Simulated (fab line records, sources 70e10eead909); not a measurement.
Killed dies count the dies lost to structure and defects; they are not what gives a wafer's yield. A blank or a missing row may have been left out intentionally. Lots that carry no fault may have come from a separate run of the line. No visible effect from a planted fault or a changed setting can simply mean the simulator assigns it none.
Chamber matching + flow nand-harc + 3 sister chambers for NHARC_A_CONTACT_DEP_58 on pecvd-02
The step deposits SiON, target thk 90 nm. 14 wafers are shown with their chamber, then 7 later ones without.

== WAFERS WITH THEIR CHAMBER ==
| wafer  | chamber | heater-power-w (W) |
|--------|---------|--------------------|
| L075.2 | 0       | 762                |
| L075.3 | 1       | 601                |
| L075.6 | 2       | 680                |
| L076.1 | 0       | 775                |
| L076.2 | 2       | 667                |
| L076.3 | 1       | 717                |
| L079.1 | 2       | 599                |
| L079.3 | 2       | 602                |
| L079.4 | 2       | 620                |
| L085.1 | 2       | 622                |
| L085.4 | 0       | 781                |
| L085.6 | 1       | 666                |
| L090.2 | 1       | 626                |
| L090.5 | 0       | 693                |

SIGNATURES, as means of the wafers listed above
| reading        | chamber 0 | chamber 1 | chamber 2 | scatter within a chamber |
|----------------|-----------|-----------|-----------|--------------------------|
| heater-power-w | 752.75    | 652.50    | 631.67    | 40.9                     |
Rule: distance of a wafer from a chamber = root of the sum over the readings of ((wafer's reading minus chamber's mean) / reading's scatter) squared. If the next closest chamber is less than 2 further off than the closest, the wafer can't be placed; otherwise it belongs to the closest. How the scatter is found: for the shown wafers, subtract from each reading the mean of its chamber, square and add these, divide the total by (wafers less chambers), then take the root.

== WAFERS WITH NO CHAMBER GIVEN ==
| wafer  | heater-power-w (W) |
|--------|--------------------|
| L090.6 | 620                |
| L092.2 | 710                |
| L092.4 | 718                |
| L092.5 | 689                |
| L095.4 | 679                |
| L095.5 | 655                |
| L095.6 | 735                |

== WHICH CHAMBER EACH ONE RAN IN ==
| wafer  | from the rows above          | in truth |
|--------|------------------------------|----------|
| L090.6 | can't be placed: 2 or 1      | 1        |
| L092.2 | can't be placed: 0 or 1 or 2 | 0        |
| L092.4 | can't be placed: 0 or 1 or 2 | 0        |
| L092.5 | can't be placed: 1 or 2 or 0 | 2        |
| L095.4 | can't be placed: 1 or 2 or 0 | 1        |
| L095.5 | can't be placed: 1 or 2      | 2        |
| L095.6 | can't be placed: 0 or 1      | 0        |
Correctly placed: 0 of 7. Not placeable from these rows: 7 (in 7, the candidates include the true chamber). Number placed wrongly: 0.
